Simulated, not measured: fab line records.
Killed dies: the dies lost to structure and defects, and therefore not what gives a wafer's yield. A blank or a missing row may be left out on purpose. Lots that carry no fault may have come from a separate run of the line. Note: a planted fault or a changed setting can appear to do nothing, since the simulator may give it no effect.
Which tool did it? | flow nand-harc | 36 wafers from 12 lots sampled at 6 of the route's 1159 steps

## WHAT EACH GAUGE READ, for each wafer
NHARC_A_CONTACT_OVL_MEAS_09. Usual: overlay-x-nm -0.1 nm, standard deviation 0.71; overlay-y-nm 0.0 nm, standard deviation 0.88.
lot  | measured     | on         | overlay-x-nm (nm) | overlay-y-nm (nm) | flag
L147 | day 17 00:21 | overlay-01 | -1.2 -1.4 -1.8    | 0.4 0.4 0.3       |
L158 | day 19 20:34 | overlay-02 | 0.4 0.3 0.2       | 0.3 -0.1 -0.1     |
L161 | day 20 00:35 | overlay-02 | 1.1 1.2 1.0       | -0.4 -0.9 -0.3    |
L160 | day 20 02:22 | overlay-01 | 1.3 1.6 1.1       | -0.1 0.5 -0.2     |
L159 | day 20 18:11 | overlay-01 | -1.4 -1.6 -0.8    | -0.4 -0.2 0.1     |
L162 | day 20 19:07 | overlay-02 | 0.3 0.3 0.3       | -0.5 -0.1 -0.6    |
L164 | day 21 02:55 | overlay-02 | 0.0 -0.5 0.3      | -1.2 -1.0 -0.8    |
L163 | day 21 08:22 | overlay-01 | 0.2 0.3 0.1       | -0.4 -0.6 0.0     |
L166 | day 21 08:26 | overlay-01 | 0.4 0.3 -0.4      | -1.4 -1.5 -1.4    |
L165 | day 21 09:08 | overlay-01 | 0.7 1.1 0.3       | 0.7 0.6 0.6       |
L169 | day 22 21:28 | overlay-01 | 0.0 0.4 -0.4      | 0.4 0.5 0.7       |
L170 | day 23 02:28 | overlay-02 | 0.0 -1.0 -0.1     | 2.0 2.2 2.3       |

NHARC_END_SORT_01. Usual: killed-at-array 28, standard deviation 8.6; killed-at-other 0.7, standard deviation 1.2; killed-at-periphery 3.1, standard deviation 2.3; killed-dies 32, standard deviation 8.7; killed-open 3.2, standard deviation 1.7; killed-short 2.0, standard deviation 1.5.
lot  | measured     | on        | killed-at-array | killed-at-other | killed-at-periphery | killed-dies | killed-open | killed-short | flag
L147 | day 19 22:22 | prober-02 | 39 32 23        | 0 1 0           | 0 6 2               | 39 39 25    | 4 5 3       | 5 2 2        |
L158 | day 22 16:45 | prober-01 | 39 33 48        | 0 0 0           | 1 0 3               | 40 33 51    | 3 1 2       | 1 0 3        |

## WHICH TOOL RAN EACH LOT (tool, then ch and the chambers of the sampled wafers, then the start)
lot  | NHARC_A_CONTACT_ETCH_136             | NHARC_A_CONTACT_ETCH_110           | NHARC_A_CONTACT_CVD_19        | NHARC_A_CONTACT_CMP_20
L147 | har-cap-etch-01 ch 0,1, day 17 01:51 | rie-diel-02 ch 1,3, day 17 03:08   | cvd-w-02 ch 0,1, day 17 10:49 | cmp-03 ch 1,3, day 17 13:05
L158 | har-cap-etch-02 ch 0,1, day 19 22:01 | rie-diel-02 ch 0,2,3, day 19 23:17 | cvd-w-02 ch 0,1, day 20 04:20 | cmp-01 ch 0,2,3, day 20 10:28
L161 | har-cap-etch-02 ch 0,1, day 20 02:19 | rie-diel-08 ch 0,3, day 20 04:13   | cvd-w-01 ch 0,1, day 20 09:25 | cmp-01 ch 0,3, day 20 10:04
L160 | har-cap-etch-01 ch 0,1, day 20 03:50 | rie-diel-08 ch 0,2,3, day 20 05:07 | cvd-w-02 ch 1, day 20 09:24   | cmp-02 ch 2,3, day 20 10:13
L159 | har-cap-etch-03 ch 0,1, day 20 19:37 | rie-diel-08 ch 0,1,2, day 20 21:14 | cvd-w-02 ch 0,1, day 21 01:20 | cmp-02 ch 1,2,3, day 21 02:10
L162 | har-cap-etch-02 ch 0, day 20 20:32   | rie-diel-02 ch 0,1,3, day 20 21:59 | cvd-w-02 ch 0,1, day 21 01:57 | cmp-03 ch 0,1, day 21 02:50
L164 | har-cap-etch-03 ch 0,1, day 21 04:20 | rie-diel-02 ch 1,2,3, day 21 05:44 | cvd-w-01 ch 0,1, day 21 08:59 | cmp-01 ch 0,1,3, day 21 09:46
L163 | har-cap-etch-02 ch 0,1, day 21 09:46 | rie-diel-02 ch 0,2,3, day 21 11:04 | cvd-w-02 ch 0,1, day 21 13:20 | cmp-01 ch 1,2,3, day 21 14:17
L166 | har-cap-etch-01 ch 0,1, day 21 10:07 | rie-diel-08 ch 1,2, day 21 11:31   | cvd-w-02 ch 0,1, day 21 14:27 | cmp-03 ch 1,2, day 21 14:58
L165 | har-cap-etch-03 ch 1, day 21 10:56   | rie-diel-04 ch 1,3, day 21 12:13   | cvd-w-02 ch 0,1, day 21 15:23 | cmp-02 ch 0,2,3, day 21 16:11
L169 | har-cap-etch-03 ch 0,1, day 22 23:15 | rie-diel-04 ch 1,3, day 23 01:04   | cvd-w-02 ch 0,1, day 23 08:46 | cmp-02 ch 0,1, day 23 09:18
L170 | har-cap-etch-02 ch 0,1, day 23 03:53 | rie-diel-02 ch 1,2, day 23 05:21   | cvd-w-02 ch 0,1, day 23 09:08 | cmp-01 ch 1,2,3, day 23 10:06
- NHARC_A_CONTACT_ETCH_136: etches the open film in C4F8/O2/Ar, time 132 s, target depth 1287 nm.
- NHARC_A_CONTACT_ETCH_110: etches the open film in CF4/O2, target depth 50 nm, overetch 5 nm, time 27.5 s.
- NHARC_A_CONTACT_CVD_19: deposits W, target thk 300 nm, time 802 s.
- NHARC_A_CONTACT_CMP_20: polishes, t overpolish 30 s, target thk 300 nm.

## WHAT THE TOOLS THEMSELVES READ (means of the sampled wafers that have a number; where no wafer has one, the mark that the record gives instead)
NHARC_A_CONTACT_ETCH_110. Usual: drypump-motor-current-A 5.6 A, standard deviation 0.34; oes-product-au 1.000 a.u., standard deviation 0.0083; rf-vpp-V 198.3 V, standard deviation 1.1; showerhead-plenum-p-Torr 1.35 Torr, standard deviation 0.036; throttle-valve-pct 13.397 %, standard deviation 0.0086.
lot  | tool        | drypump-motor-current-A (A) | oes-product-au (a.u.) | rf-vpp-V (V) | showerhead-plenum-p-Torr (Torr) | throttle-valve-pct (%) | flag
L147 | rie-diel-02 | 5.4                         | 0.998                 | 199.1        | 1.38                            | 13.402                 |
L158 | rie-diel-02 | 5.5                         | 1.001                 | 197.2        | 1.33                            | 13.400                 |
L161 | rie-diel-08 | 5.9                         | 1.011                 | 198.1        | 1.35                            | 13.397                 |
L160 | rie-diel-08 | 5.6                         | 1.010                 | 197.7        | 1.35                            | 13.391                 |
L159 | rie-diel-08 | 5.5                         | 1.004                 | 198.7        | 1.36                            | 13.401                 |
L162 | rie-diel-02 | 5.4                         | 1.002                 | 198.7        | 1.36                            | 13.400                 |
L164 | rie-diel-02 | 5.6                         | 0.998                 | 197.6        | 1.35                            | 13.391                 |
L163 | rie-diel-02 | 5.6                         | 0.998                 | 197.9        | 1.33                            | 13.406                 |
L166 | rie-diel-08 | 5.6                         | 0.996                 | 199.4        | 1.39                            | 13.400                 |
L165 | rie-diel-04 | 5.7                         | 1.005                 | 197.8        | 1.33                            | 13.398                 |
L169 | rie-diel-04 | 5.7                         | 0.993                 | 199.5        | 1.34                            | 13.398                 |
L170 | rie-diel-02 | 5.7                         | 0.999                 | 199.1        | 1.36                            | 13.394                 |

NHARC_A_CONTACT_CVD_19. Usual: chamber-pressure-Torr 40.01 Torr, standard deviation 0.091; heater-power-w 460 W, standard deviation 50; throttle-valve-pct 7.99 %, standard deviation 0.21.
lot  | tool     | chamber-pressure-Torr (Torr) | heater-power-w (W) | throttle-valve-pct (%) | flag
L147 | cvd-w-02 | 39.98                        | 440                | 7.91                   |
L158 | cvd-w-02 | 39.98                        | 442                | 8.02                   |
L161 | cvd-w-01 | 40.05                        | 518                | 8.24                   |
L160 | cvd-w-02 | 39.97                        | 396                | 7.86                   |
L159 | cvd-w-02 | 39.97                        | 419                | 7.95                   |
L162 | cvd-w-02 | 39.97                        | 446                | 8.07                   |
L164 | cvd-w-01 | 39.96                        | 531                | 7.81                   |
L163 | cvd-w-02 | 40.01                        | 447                | 7.97                   |
L166 | cvd-w-02 | 39.90                        | 427                | 7.95                   |
L165 | cvd-w-02 | 40.03                        | 428                | 8.16                   |
L169 | cvd-w-02 | 39.91                        | 424                | 8.17                   |
L170 | cvd-w-02 | 40.00                        | 424                | 8.13                   |

NHARC_A_CONTACT_CMP_20. Usual: motor-current-A 12.6 A, standard deviation 1.4; overpolish-run-s 30.001 s, standard deviation 0.0094; time-to-endpoint-s 61 s, standard deviation 3.1.
lot  | tool   | motor-current-A (A) | overpolish-run-s (s) | time-to-endpoint-s (s) | flag
L147 | cmp-03 | 12.5                | 30.001               | 123                    | OFF
L158 | cmp-01 | 12.7                | 29.987               | 122                    | OFF
L161 | cmp-01 | 12.5                | 30.002               | 58                     |
L160 | cmp-02 | 12.0                | 29.986               | 64                     |
L159 | cmp-02 | 12.7                | 29.994               | 63                     |
L162 | cmp-03 | 12.2                | 29.999               | 60                     |
L164 | cmp-01 | 12.5                | 29.999               | 61                     |
L163 | cmp-01 | 11.4                | 29.997               | 60                     |
L166 | cmp-03 | 12.1                | 30.007               | 64                     |
L165 | cmp-02 | 12.1                | 29.999               | 60                     |
L169 | cmp-02 | 13.7                | 30.003               | 59                     |
L170 | cmp-01 | 11.1                | 29.997               | 57                     |

## THE ANSWER, worked out from the rows above alone
Rule: take the mean of a lot's wafers that have a number; if it is more than 3 standard deviations from the usual mean, the lot is off. Also off: a lot with no number at a reading for which 4 or more lots have one. The other lots that the step has rows for count as sound. First the gauges in route order, then the tools' own readings, where a lot's mean is used as printed above. The first step at which some lot is off is used, and at that step the reading that is off furthest; a lot without a number counts as furthest.
Off at NHARC_A_CONTACT_CMP_20 (time-to-endpoint-s): L147, L158.
A tool fits if, at that step or a process step before it, it ran every lot that is off, and no sound lot after the first of them. No candidate that was tried fits.

## WHAT WAS PUT IN BY THE SIMULATOR
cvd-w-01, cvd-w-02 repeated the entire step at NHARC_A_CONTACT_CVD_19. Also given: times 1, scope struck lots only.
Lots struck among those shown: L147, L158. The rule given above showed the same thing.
